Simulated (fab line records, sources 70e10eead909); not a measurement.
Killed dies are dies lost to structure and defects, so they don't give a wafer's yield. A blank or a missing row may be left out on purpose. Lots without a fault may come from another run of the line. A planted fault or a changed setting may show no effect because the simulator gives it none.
Chamber matching | flow nand_harc | NHARC_A_M0_DESCUM_14 on rie_diel-03: 4 sister chambers
The step chemistry O2, time 3 s. 27 wafers are shown with their chamber, then 12 later ones without.

WAFERS WITH THEIR CHAMBER
wafer  | chamber | drypump_motor_current_A (A) | rf_vpp_V (V) | o2_flow_sccm (sccm)
L074.1 | 2       | 5.7                         | 58.0         | 199.4
L074.2 | 3       | 5.0                         | 58.0         | 201.4
L074.5 | 0       | 6.0                         | 56.7         | 200.0
L077.2 | 0       | 6.0                         | 57.5         | 200.1
L077.3 | 1       | 6.3                         | 57.2         | 199.6
L077.6 | 1       | 6.3                         | 58.8         | 199.9
L078.2 | 0       | 6.0                         | 57.8         | 199.5
L078.4 | 3       | 5.0                         | 60.0         | 199.4
L078.5 | 0       | 6.0                         | 56.3         | 199.3
L079.3 | 1       | 6.3                         | 58.6         | 200.0
L079.4 | 3       | 5.0                         | 60.1         | 200.5
L079.5 | 1       | 6.3                         | 57.8         | 200.8
L082.1 | 3       | 5.0                         | 59.1         | 200.2
L082.5 | 2       | 5.7                         | 56.4         | 199.8
L082.6 | 1       | 6.3                         | 58.4         | 200.0
L083.1 | 0       | 6.0                         | 57.4         | 199.8
L083.5 | 0       | 5.9                         | 56.0         | 200.1
L083.6 | 3       | 4.9                         | 59.0         | 199.4
L085.1 | 2       | 5.7                         | 57.8         | 200.2
L085.3 | 0       | 5.9                         | 57.3         | 199.1
L085.5 | 2       | 5.7                         | 55.7         | 200.3
L084.1 | 2       | 5.7                         | 57.4         | 199.5
L084.3 | 3       | 4.9                         | 57.8         | 200.7
L084.6 | 2       | 5.7                         | 57.7         | 200.0
L086.1 | 1       | 6.3                         | 59.1         | 201.4
L086.4 | 3       | 5.0                         | 57.4         | 199.9
L086.5 | 0       | 6.0                         | 56.6         | 200.0

SIGNATURES (means of the wafers above)
reading                 | chamber 0 | chamber 1 | chamber 2 | chamber 3 | scatter within a chamber
drypump_motor_current_A | 5.975     | 6.300     | 5.700     | 4.971     | 0.0357
rf_vpp_V                | 56.950    | 58.317    | 57.167    | 58.771    | 0.843
o2_flow_sccm            | 199.738   | 200.283   | 199.867   | 200.214   | 0.558
Rule: a wafer's distance from a chamber is the root of the sum, over the readings, of the square of ((its reading less the chamber's mean) divided by the reading's scatter). The wafer belongs to the nearest chamber; if the next one is less than 2 further off, it can't be placed. The scatter: the root of (the sum of the squares of (reading less its chamber's mean) over the shown wafers, divided by (wafers less chambers)).

WAFERS WITHOUT THEIR CHAMBER
wafer  | drypump_motor_current_A (A) | rf_vpp_V (V) | o2_flow_sccm (sccm)
L089.3 | 5.7                         | 57.5         | 199.3
L089.5 | 4.9                         | 56.3         | 200.0
L089.6 | 5.7                         | 56.5         | 200.0
L095.1 | 6.3                         | 59.2         | 200.7
L095.3 | 5.0                         | 57.9         | 199.6
L095.4 | 5.6                         | 56.2         | 200.0
L096.1 | 6.3                         | 59.7         | 199.5
L096.4 | 5.7                         | 57.9         | 200.4
L096.6 | 6.3                         | 58.5         | 199.7
L097.1 | 6.0                         | 58.6         | 198.3
L097.2 | 5.7                         | 57.7         | 200.5
L097.5 | 5.9                         | 57.5         | 199.0

WHICH CHAMBER EACH WENT THROUGH
wafer  | from the rows above | in truth
L089.3 | 2                   | 2
L089.5 | 3                   | 3
L089.6 | 2                   | 2
L095.1 | 1                   | 1
L095.3 | 3                   | 3
L095.4 | 2                   | 2
L096.1 | 1                   | 1
L096.4 | 2                   | 2
L096.6 | 1                   | 1
L097.1 | 0                   | 0
L097.2 | 2                   | 2
L097.5 | 0                   | 0
Placed correctly: 12 of 12. Can't be placed from these rows: 0. Placed wrongly: 0.
